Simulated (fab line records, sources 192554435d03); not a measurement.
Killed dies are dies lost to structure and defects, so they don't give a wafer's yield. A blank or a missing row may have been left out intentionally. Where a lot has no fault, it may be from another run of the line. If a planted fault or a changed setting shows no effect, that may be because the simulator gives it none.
Which of the tools did it? -- flow n5_finfet -- Sampling: 24 lots, 72 wafers, 6 of 1938 route steps

== WHAT EACH GAUGE READ, for each wafer ==
N5_DUMMY_GATE_INSPECT_17: inspects for defects (brightfield). Usual: raw_defect_count 198, standard deviation 56.
lot,measured,on,raw_defect_count,flag
L074,day 2 21:53,defect_inspect-01,140 137 99,
L075,day 3 05:17,defect_inspect-01,275 171 185,
L076,day 3 13:04,defect_inspect-01,181 232 169,
L077,day 3 15:49,defect_inspect-02,199 104 110,
L078,day 3 23:42,defect_inspect-02,141 260 272,
L079,day 4 04:19,defect_inspect-02,230 202 233,
L080,day 4 09:07,defect_inspect-01,218 171 197,
L081,day 4 18:46,defect_inspect-02,245 233 210,
L082,day 5 00:25,defect_inspect-02,212 198 212,
L083,day 5 04:08,defect_inspect-01,170 172 157,
L084,day 5 11:38,defect_inspect-02,154 159 119,
L085,day 5 16:59,defect_inspect-01,112 182 199,
L086,day 6 00:11,defect_inspect-01,148 166 135,
L087,day 6 03:57,defect_inspect-02,191 252 224,
L088,day 6 11:03,defect_inspect-02,296 203 184,
L089,day 6 16:44,defect_inspect-01,159 103 127,
L090,day 6 21:26,defect_inspect-02,200 178 218,
L091,day 7 04:29,defect_inspect-02,165 144 94,
L092,day 7 09:58,defect_inspect-02,219 309 233,
L093,day 7 15:13,defect_inspect-02,149 215 145,
L094,day 8 02:34,defect_inspect-02,138 186 176,
L095,day 8 06:20,defect_inspect-02,191 205 228,
L096,day 8 09:55,defect_inspect-02,242 394 264,
L097,day 8 17:01,defect_inspect-02,296 247 258,

N5_SD_EPI_N_EPI_MEAS_23. Usual: thk_nm 58.6 nm, standard deviation 1.3.
lot,measured,on,thk_nm (nm),flag
L074,day 3 04:19,film_metro-02,58.4 58.1 58.0,
L075,day 3 11:05,film_metro-02,57.2 57.9 59.5,
L076,day 3 19:02,film_metro-02,54.3 59.2 58.0,
L077,day 3 23:01,film_metro-01,59.4 56.5 57.8,
L078,day 4 06:04,film_metro-01,59.6 60.4 58.9,
L079,day 4 11:01,film_metro-02,60.4 60.4 60.1,
L080,day 4 15:27,film_metro-01,59.4 56.8 57.7,
L081,day 5 00:32,film_metro-02,56.7 56.9 59.2,
L082,day 5 07:14,film_metro-02,57.2 58.4 56.2,
L083,day 5 10:07,film_metro-02,59.6 57.6 57.0,
L084,day 5 17:39,film_metro-02,59.6 57.6 57.8,
L085,day 6 00:20,film_metro-01,57.1 61.1 57.6,
L086,day 6 06:06,film_metro-01,58.3 59.4 60.4,
L087,day 6 10:06,film_metro-02,58.6 60.5 59.3,
L088,day 6 16:43,film_metro-02,57.3 58.5 57.7,
L089,day 7 00:53,film_metro-02,57.2 57.5 56.8,
L090,day 7 03:10,film_metro-02,57.0 58.8 58.6,
L091,day 7 10:40,film_metro-01,59.9 59.4 59.0,
L092,day 7 15:46,film_metro-01,61.2 60.1 58.9,
L093,day 7 20:56,film_metro-01,60.2 59.0 60.3,
L094,day 8 08:12,film_metro-01,58.8 59.4 62.3,
L095,day 8 13:59,film_metro-01,59.7 58.6 58.7,
L096,day 8 17:01,film_metro-01,56.9 55.4 58.4,
L097,day 8 22:35,film_metro-01,59.4 57.8 58.0,

== TOOL THAT RAN EACH LOT (tool first, then ch and the chambers of the sampled wafers, then the start) ==
lot,N5_FIN_CUT_CUT_ETCH_28,N5_STI_FIN_REVEAL_DENSIFY_30,N5_DUMMY_GATE_STRIP_41,N5_DUMMY_GATE_ETCH_32
L074,"rie_si-04 ch 1,2,3, day 2 03:45","rtp_anneal-01 ch 0, day 2 09:43","rie_diel-02 ch 1,2,3, day 2 22:25","rie_si-05 ch 0,1,2, day 2 22:37"
L075,"rie_si-04 ch 0,1,2, day 2 10:14","rtp_anneal-02 ch 0, day 2 17:14","rie_diel-03 ch 1,2, day 3 05:54","rie_si-04 ch 0,1, day 3 06:06"
L076,"rie_si-05 ch 1,2,3, day 2 16:47","rtp_anneal-02 ch 0, day 2 23:14","rie_diel-03 ch 1,2,3, day 3 13:34","rie_si-04 ch 1,2,3, day 3 13:46"
L077,"rie_si-05 ch 1,2, day 2 22:07","rtp_anneal-01 ch 0, day 3 03:50","rie_diel-03 ch 1,2,3, day 3 16:20","rie_si-05 ch 2,3, day 3 16:32"
L078,"rie_si-04 ch 1,2, day 3 03:53","rtp_anneal-01 ch 0, day 3 09:34","rie_diel-02 ch 1,3, day 4 00:42","rie_si-05 ch 0,1,2, day 4 00:54"
L079,"rie_si-05 ch 1,2,3, day 3 09:36","rtp_anneal-02 ch 0, day 3 15:35","rie_diel-02 ch 0,1,3, day 4 04:49","rie_si-01 ch 0,1,2, day 4 05:01"
L080,"rie_si-05 ch 1,2,3, day 3 15:18","rtp_anneal-01 ch 0, day 3 21:11","rie_diel-04 ch 0,2,3, day 4 09:50","rie_si-01 ch 0,1,3, day 4 10:02"
L081,"rie_si-04 ch 0,1,2, day 3 23:44","rtp_anneal-02 ch 0, day 4 05:34","rie_diel-02 ch 1,2, day 4 19:16","rie_si-04 ch 0,2,3, day 4 19:28"
L082,"rie_si-04 ch 0,1,2, day 4 04:56","rtp_anneal-02 ch 0, day 4 10:37","rie_diel-02 ch 1,2, day 5 01:09","rie_si-05 ch 0,1,3, day 5 01:21"
L083,"rie_si-04 ch 1,3, day 4 09:47","rtp_anneal-01 ch 0, day 4 15:50","rie_diel-04 ch 1,2, day 5 04:44","rie_si-04 ch 0,1,2, day 5 04:56"
L084,"rie_si-05 ch 0,3, day 4 16:15","rtp_anneal-01 ch 0, day 4 22:53","rie_diel-03 ch 0,1,2, day 5 12:08","rie_si-01 ch 1,2,3, day 5 12:20"
L085,"rie_si-05 ch 1,3, day 4 21:37","rtp_anneal-01 ch 0, day 5 04:32","rie_diel-03 ch 0,1, day 5 18:14","rie_si-01 ch 2,3, day 5 18:26"
L086,"rie_si-05 ch 2,3, day 5 05:52","rtp_anneal-01 ch 0, day 5 11:47","rie_diel-02 ch 0,3, day 6 00:54","rie_si-05 ch 0,1,2, day 6 01:06"
L087,"rie_si-05 ch 0,1,2, day 5 10:05","rtp_anneal-01 ch 0, day 5 15:59","rie_diel-04 ch 1,2, day 6 04:37","rie_si-01 ch 0,2, day 6 04:50"
L088,"rie_si-05 ch 1,2, day 5 17:16","rtp_anneal-02 ch 0, day 5 23:13","rie_diel-02 ch 0,2,3, day 6 11:34","rie_si-01 ch 0,1,3, day 6 11:46"
L089,"rie_si-04 ch 0,1,3, day 5 22:33","rtp_anneal-01 ch 0, day 6 04:22","rie_diel-04 ch 0,1,3, day 6 17:56","rie_si-05 ch 0,1,2, day 6 18:08"
L090,"rie_si-01 ch 0,2,3, day 6 03:47","rtp_anneal-01 ch 0, day 6 09:29","rie_diel-04 ch 0,1,3, day 6 21:56","rie_si-05 ch 0,2,3, day 6 22:08"
L091,"rie_si-04 ch 1,2, day 6 10:46","rtp_anneal-01 ch 0, day 6 16:43","rie_diel-04 ch 0,2,3, day 7 04:59","rie_si-01 ch 0,1,3, day 7 05:11"
L092,"rie_si-05 ch 0,3, day 6 16:17","rtp_anneal-02 ch 0, day 6 22:04","rie_diel-03 ch 0,2,3, day 7 10:30","rie_si-05 ch 0,1,3, day 7 10:43"
L093,"rie_si-05 ch 0,1,2, day 6 21:22","rtp_anneal-02 ch 0, day 7 03:07","rie_diel-04 ch 0,1,3, day 7 15:53","rie_si-01 ch 0,3, day 7 16:05"
L094,"rie_si-04 ch 2,3, day 7 03:48","rtp_anneal-02 ch 0, day 7 10:46","rie_diel-02 ch 2,3, day 8 03:07","rie_si-01 ch 1,3, day 8 03:20"
L095,"rie_si-04 ch 0,1,3, day 7 09:48","rtp_anneal-01 ch 0, day 7 16:30","rie_diel-02 ch 0,2,3, day 8 06:50","rie_si-04 ch 1,2, day 8 07:02"
L096,"rie_si-04 ch 0,3, day 7 15:52","rtp_anneal-02 ch 0, day 7 21:44","rie_diel-04 ch 1,2,3, day 8 10:40","rie_si-01 ch 1,2, day 8 10:52"
L097,"rie_si-05 ch 1,2, day 7 22:02","rtp_anneal-01 ch 0, day 8 04:06","rie_diel-02 ch 0,1,2, day 8 17:31","rie_si-05 ch 1,2, day 8 17:44"
- N5_FIN_CUT_CUT_ETCH_28: etches Si in HBr/Cl2/O2, target depth 6 nm, time 2.4 s.
- N5_STI_FIN_REVEAL_DENSIFY_30
- N5_DUMMY_GATE_STRIP_41: strips in O2.
- N5_DUMMY_GATE_ETCH_32: etches SiO2 in CF4, target depth 3.5 nm, time 3.9 s.

== WHAT THE TOOLS THEMSELVES READ (means of the sampled wafers that have a number; where no wafer has one, the mark that the record gives instead) ==
N5_FIN_CUT_CUT_ETCH_28. Usual: drypump_motor_current_A 5.6 A, standard deviation 0.6; oes_product_au 0.994 a.u., standard deviation 0.015; throttle_valve_pct 37.18 %, standard deviation 0.21.
lot,tool,drypump_motor_current_A (A),oes_product_au (a.u.),throttle_valve_pct (%),flag
L074,rie_si-04,5.9,0.999,37.32,
L075,rie_si-04,5.4,0.998,37.17,
L076,rie_si-05,5.6,0.996,37.22,
L077,rie_si-05,5.8,0.986,37.10,
L078,rie_si-04,5.4,1.001,37.36,
L079,rie_si-05,5.6,1.003,37.23,
L080,rie_si-05,5.6,1.001,37.22,
L081,rie_si-04,5.4,0.995,37.18,
L082,rie_si-04,5.4,0.998,37.18,
L083,rie_si-04,6.5,0.995,37.21,
L084,rie_si-05,5.3,0.998,37.22,
L085,rie_si-05,5.8,1.003,37.29,
L086,rie_si-05,5.4,1.004,37.15,
L087,rie_si-05,5.6,0.984,37.07,
L088,rie_si-05,5.8,0.981,37.10,
L089,rie_si-04,5.9,0.993,37.13,
L090,rie_si-01,5.9,0.988,36.95,
L091,rie_si-04,5.4,1.005,37.35,
L092,rie_si-05,5.4,1.014,37.38,
L093,rie_si-05,5.6,0.981,37.06,
L094,rie_si-04,5.2,1.007,37.43,
L095,rie_si-04,5.8,0.991,37.14,
L096,rie_si-04,5.6,0.992,37.21,
L097,rie_si-05,5.8,0.976,37.11,

N5_STI_FIN_REVEAL_DENSIFY_30. Usual: lamp_power_pct 11.53 %, standard deviation 0.047; lamp_zone_3_pct 11.527 %, standard deviation 0.018.
lot,tool,lamp_power_pct (%),lamp_zone_3_pct (%),flag
L074,rtp_anneal-01,11.55,11.522,
L075,rtp_anneal-02,11.53,11.520,
L076,rtp_anneal-02,11.54,11.510,
L077,rtp_anneal-01,11.52,11.514,
L078,rtp_anneal-01,11.55,11.547,
L079,rtp_anneal-02,11.53,11.544,
L080,rtp_anneal-01,11.55,11.525,
L081,rtp_anneal-02,11.55,11.514,
L082,rtp_anneal-02,11.55,11.527,
L083,rtp_anneal-01,11.48,11.541,
L084,rtp_anneal-01,11.55,11.518,
L085,rtp_anneal-01,11.54,11.538,
L086,rtp_anneal-01,11.56,11.546,
L087,rtp_anneal-01,11.54,11.529,
L088,rtp_anneal-02,11.54,11.533,
L089,rtp_anneal-01,11.56,11.536,
L090,rtp_anneal-01,11.58,11.521,
L091,rtp_anneal-01,11.49,11.527,
L092,rtp_anneal-02,11.47,11.522,
L093,rtp_anneal-02,11.49,11.538,
L094,rtp_anneal-02,11.55,11.524,
L095,rtp_anneal-01,11.59,11.517,
L096,rtp_anneal-02,11.52,11.534,
L097,rtp_anneal-01,11.51,11.536,

N5_DUMMY_GATE_STRIP_41. Usual: drypump_motor_current_A 5.8 A, standard deviation 0.4; oes_product_au 0.77 a.u., standard deviation 0.084; rf_vpp_V 3.6 V, standard deviation 0.49; showerhead_plenum_p_Torr 2.10 Torr, standard deviation 0.059; throttle_valve_pct 16.71 %, standard deviation 0.18.
lot,tool,drypump_motor_current_A (A),oes_product_au (a.u.),rf_vpp_V (V),showerhead_plenum_p_Torr (Torr),throttle_valve_pct (%),flag
L074,rie_diel-02,6.1,0.71,3.7,2.09,16.81,
L075,rie_diel-03,5.4,0.70,3.9,2.13,16.95,
L076,rie_diel-03,5.5,0.70,3.5,2.13,16.91,
L077,rie_diel-03,5.5,0.70,3.6,2.13,16.92,
L078,rie_diel-02,5.8,0.71,3.9,2.03,16.85,
L079,rie_diel-02,6.1,0.73,3.7,2.06,16.71,
L080,rie_diel-04,5.8,0.80,3.4,2.08,16.59,
L081,rie_diel-02,6.4,0.81,4.0,2.12,16.52,
L082,rie_diel-02,6.3,0.88,3.9,2.15,16.50,
L083,rie_diel-04,5.6,0.79,3.1,2.06,16.66,
L084,rie_diel-03,5.4,0.70,3.8,2.08,16.98,
L085,rie_diel-03,5.3,0.70,3.7,2.10,16.96,
L086,rie_diel-02,6.0,0.81,3.6,2.14,16.60,
L087,rie_diel-04,5.6,0.79,4.0,2.06,16.67,
L088,rie_diel-02,6.0,0.86,3.3,2.17,16.55,
L089,rie_diel-04,5.6,0.82,3.8,2.06,16.65,
L090,rie_diel-04,5.6,0.82,3.3,2.06,16.66,
L091,rie_diel-04,5.9,0.78,3.7,2.08,16.62,
L092,rie_diel-03,5.6,0.71,2.8,2.08,16.96,
L093,rie_diel-04,5.7,0.81,3.5,2.06,16.66,
L094,rie_diel-02,6.1,0.87,3.4,2.19,16.52,
L095,rie_diel-02,6.1,0.83,3.9,2.16,16.57,
L096,rie_diel-04,5.8,0.81,4.1,2.06,16.63,
L097,rie_diel-02,6.4,0.77,3.3,2.11,16.61,

N5_DUMMY_GATE_ETCH_32. Usual: drypump_motor_current_A 5.7 A, standard deviation 0.47; oes_product_au 0.994 a.u., standard deviation 0.026; throttle_valve_pct 21.80 %, standard deviation 0.17.
lot,tool,drypump_motor_current_A (A),oes_product_au (a.u.),throttle_valve_pct (%),flag
L074,rie_si-05,5.6,0.968,21.67,
L075,rie_si-04,6.1,1.003,21.98,
L076,rie_si-04,5.8,1.012,22.03,
L077,rie_si-05,5.4,0.999,21.70,
L078,rie_si-05,5.6,0.972,21.66,
L079,rie_si-01,5.9,0.994,21.77,
L080,rie_si-01,6.0,0.993,21.74,
L081,rie_si-04,5.2,1.007,21.96,
L082,rie_si-05,5.6,0.994,21.84,
L083,rie_si-04,5.4,1.004,21.96,
L084,rie_si-01,6.0,0.994,21.77,
L085,rie_si-01,6.0,0.996,21.70,
L086,rie_si-05,5.6,0.967,21.66,
L087,rie_si-01,5.8,0.988,21.69,
L088,rie_si-01,6.0,0.992,21.73,
L089,rie_si-05,5.6,0.962,21.66,
L090,rie_si-05,5.4,1.003,21.75,
L091,rie_si-01,6.0,0.996,21.74,
L092,rie_si-05,5.6,0.988,21.85,
L093,rie_si-01,5.8,0.982,21.64,
L094,rie_si-01,6.1,0.994,21.74,
L095,rie_si-04,5.4,1.015,21.99,
L096,rie_si-01,6.0,0.990,21.79,
L097,rie_si-05,5.8,0.977,21.69,

== THE ANSWER, worked out from the rows above alone ==
Rule: a lot is off if the mean of its wafers that have a number lies more than 3 standard deviations from the usual mean. A lot without any number at a reading at which 4 lots or more have one is off too. All remaining lots with rows at the step are treated as sound. The gauges are gone through in route order, then the tools' own readings, and for those a lot's mean is taken as printed above. The first step at which some lot is off is used, and at that step the reading that is off furthest; a lot without a number counts as furthest.
No lot is off at any reading shown: from this, nothing can be told.

== WHAT THE SIMULATOR HAD PUT IN ==
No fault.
